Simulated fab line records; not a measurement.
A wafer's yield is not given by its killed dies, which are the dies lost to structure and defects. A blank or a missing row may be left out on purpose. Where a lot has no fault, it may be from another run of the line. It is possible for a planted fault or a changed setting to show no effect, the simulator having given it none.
Split-lot experiment / flow n5Finfet / 21 wafers read across 7 lots, on a route 1938 steps long

== ON THE SPLIT ==
At N5_GATE_CUT_COAT_34 (time 60 s, resist thk 60 nm), the setting spinRpm was moved away from the recipe's 1500 rpm on 6 of the 21 wafers read, by -10.0% to +5.3%. This setting was run at the recipe's value on the other wafers.

== FROM THE SPLIT TO THE READING: what the file shows between them, 7 steps ==
- N5_GATE_CUT_COAT_35: time 60 s, resist thk 10 nm
- N5_GATE_CUT_COAT_27: time 60 s, resist thk 10 nm
- N5_GATE_CUT_ETCH_28: etches underlayer in N2/H2, target depth 13 nm, time 10.4 s
- N5_GATE_CUT_ETCH_36: etches SiARC in CF4, target depth 13 nm, time 21.7 s
- N5_GATE_CUT_ETCH_37: etches SOC in N2/H2, target depth 60 nm, overetch 12 nm, time 90 s
- N5_GATE_CUT_STRIP_38: strips in N2/H2
- N5_GATE_CUT_STRIP_39: strips in N2/H2

== THE READING ==
SOC_of_GATE_CUT_COAT_34.thkNm (the simulator's own value, which no gauge read), in nm, at N5_GATE_CUT_HM_OPEN_40 (chemistry C4F6/O2, target SiO2, target depth 139 nm, time 85.1 s). There is no usual value for it anywhere in the file. Across the 15 wafers here that went through the recipe, the average is 32.7 nm and the standard deviation 0.42 nm.

wafer=L074.1; tool, chamber at the split=lithoTrack-04, 0; spinRpm as run, rpm=1500; against the recipe=recipe; SOC_of_GATE_CUT_COAT_34.thkNm, nm=32.6; against lot-mates on the recipe=-
wafer=L074.2; tool, chamber at the split=lithoTrack-04, 0; spinRpm as run, rpm=1500; against the recipe=recipe; SOC_of_GATE_CUT_COAT_34.thkNm, nm=32.6; against lot-mates on the recipe=-
wafer=L074.6; tool, chamber at the split=lithoTrack-04, 0; spinRpm as run, rpm=1500; against the recipe=recipe; SOC_of_GATE_CUT_COAT_34.thkNm, nm=32.8; against lot-mates on the recipe=-
wafer=L075.1; tool, chamber at the split=lithoTrack-02, 0; spinRpm as run, rpm=1500; against the recipe=recipe; SOC_of_GATE_CUT_COAT_34.thkNm, nm=32.6; against lot-mates on the recipe=-
wafer=L075.2; tool, chamber at the split=lithoTrack-02, 0; spinRpm as run, rpm=1500; against the recipe=recipe; SOC_of_GATE_CUT_COAT_34.thkNm, nm=33.2; against lot-mates on the recipe=-
wafer=L075.3; tool, chamber at the split=lithoTrack-02, 0; spinRpm as run, rpm=1500; against the recipe=recipe; SOC_of_GATE_CUT_COAT_34.thkNm, nm=32; against lot-mates on the recipe=-
wafer=L082.2; tool, chamber at the split=lithoTrack-04, 0; spinRpm as run, rpm=1500; against the recipe=recipe; SOC_of_GATE_CUT_COAT_34.thkNm, nm=33.4; against lot-mates on the recipe=-
wafer=L082.3; tool, chamber at the split=lithoTrack-04, 0; spinRpm as run, rpm=1500; against the recipe=recipe; SOC_of_GATE_CUT_COAT_34.thkNm, nm=33; against lot-mates on the recipe=-
wafer=L082.5; tool, chamber at the split=lithoTrack-04, 0; spinRpm as run, rpm=1427; against the recipe=-4.9%; SOC_of_GATE_CUT_COAT_34.thkNm, nm=34.4; against lot-mates on the recipe=+1.2
wafer=L084.2; tool, chamber at the split=lithoTrack-02, 0; spinRpm as run, rpm=1580; against the recipe=+5.3%; SOC_of_GATE_CUT_COAT_34.thkNm, nm=31.6; against lot-mates on the recipe=-0.4
wafer=L084.3; tool, chamber at the split=lithoTrack-02, 0; spinRpm as run, rpm=1580; against the recipe=+5.3%; SOC_of_GATE_CUT_COAT_34.thkNm, nm=31; against lot-mates on the recipe=-1.0
wafer=L084.6; tool, chamber at the split=lithoTrack-02, 0; spinRpm as run, rpm=1500; against the recipe=recipe; SOC_of_GATE_CUT_COAT_34.thkNm, nm=32; against lot-mates on the recipe=-
wafer=L085.1; tool, chamber at the split=lithoTrack-02, 0; spinRpm as run, rpm=1350; against the recipe=-10.0%; SOC_of_GATE_CUT_COAT_34.thkNm, nm=36.2; against lot-mates on the recipe=+4.0
wafer=L085.4; tool, chamber at the split=lithoTrack-02, 0; spinRpm as run, rpm=1350; against the recipe=-10.0%; SOC_of_GATE_CUT_COAT_34.thkNm, nm=36; against lot-mates on the recipe=+3.8
wafer=L085.6; tool, chamber at the split=lithoTrack-02, 0; spinRpm as run, rpm=1500; against the recipe=recipe; SOC_of_GATE_CUT_COAT_34.thkNm, nm=32.2; against lot-mates on the recipe=-
wafer=L087.1; tool, chamber at the split=lithoTrack-04, 0; spinRpm as run, rpm=1500; against the recipe=recipe; SOC_of_GATE_CUT_COAT_34.thkNm, nm=33.4; against lot-mates on the recipe=-
wafer=L087.2; tool, chamber at the split=lithoTrack-04, 0; spinRpm as run, rpm=1413; against the recipe=-5.8%; SOC_of_GATE_CUT_COAT_34.thkNm, nm=35.4; against lot-mates on the recipe=+2.2
wafer=L087.5; tool, chamber at the split=lithoTrack-04, 0; spinRpm as run, rpm=1500; against the recipe=recipe; SOC_of_GATE_CUT_COAT_34.thkNm, nm=33; against lot-mates on the recipe=-
wafer=L097.1; tool, chamber at the split=lithoTrack-01, 0; spinRpm as run, rpm=1500; against the recipe=recipe; SOC_of_GATE_CUT_COAT_34.thkNm, nm=32.8; against lot-mates on the recipe=-
wafer=L097.2; tool, chamber at the split=lithoTrack-01, 0; spinRpm as run, rpm=1500; against the recipe=recipe; SOC_of_GATE_CUT_COAT_34.thkNm, nm=32.6; against lot-mates on the recipe=-
wafer=L097.5; tool, chamber at the split=lithoTrack-01, 0; spinRpm as run, rpm=1500; against the recipe=recipe; SOC_of_GATE_CUT_COAT_34.thkNm, nm=32.6; against lot-mates on the recipe=-

THE FIT
A straight line over all 21 wafers: SOC_of_GATE_CUT_COAT_34.thkNm changes by -0.334 nm for each +1% of spinRpm; r = -0.95; the points scatter about the line by 0.44 nm.
The same after taking each lot's own level away (the mean of its wafers on the recipe; 21 wafers): -0.321 nm for each +1%; r = -0.94; scatter 0.45 nm.
The reading moves by 3.2 nm for the largest change in spinRpm, on that fit.
The span of the lots' own levels, 32.00 to 33.20 nm, comes to 2.8 times the standard deviation stated above.
Hence the lot-to-lot level has little effect on the slope; both slopes agree.
Check: with one of the wafers moved furthest among these (-10.0%) left out of the fit, the line predicts +3.07 nm for it against its lot-mates. It came out at +4 nm against them.

== THE WHOLE CHAIN: every reading that the file lists as answering this split, in the file's order ==
step=N5_GATE_CUT_COAT_34; what it does=time 60 s, resist thk 60 nm; reading=SOC_of_GATE_CUT_COAT_34.thkNm (the simulator's own value, which no gauge read); change (the file's fit)=-0.32 nm for each +1% of the setting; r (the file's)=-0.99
step=N5_GATE_CUT_ETCH_37; what it does=etches SOC in N2/H2, target depth 60 nm, overetch 12 nm, time 90 s; reading=etch.depthNm (the simulator's own value, which no gauge read); change (the file's fit)=-0.314 nm for each +1% of the setting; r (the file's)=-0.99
step=N5_GATE_CUT_HM_OPEN_40; what it does=chemistry C4F6/O2, target SiO2, target depth 139 nm, time 85.1 s; reading=SOC_of_GATE_CUT_COAT_34.thkNm (the simulator's own value, which no gauge read); change (the file's fit)=-0.33 nm for each +1% of the setting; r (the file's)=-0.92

== THE FILE'S OWN FIT ==
SOC_of_GATE_CUT_COAT_34.thkNm changes by -0.33 nm for each +1% of spinRpm, r = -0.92.
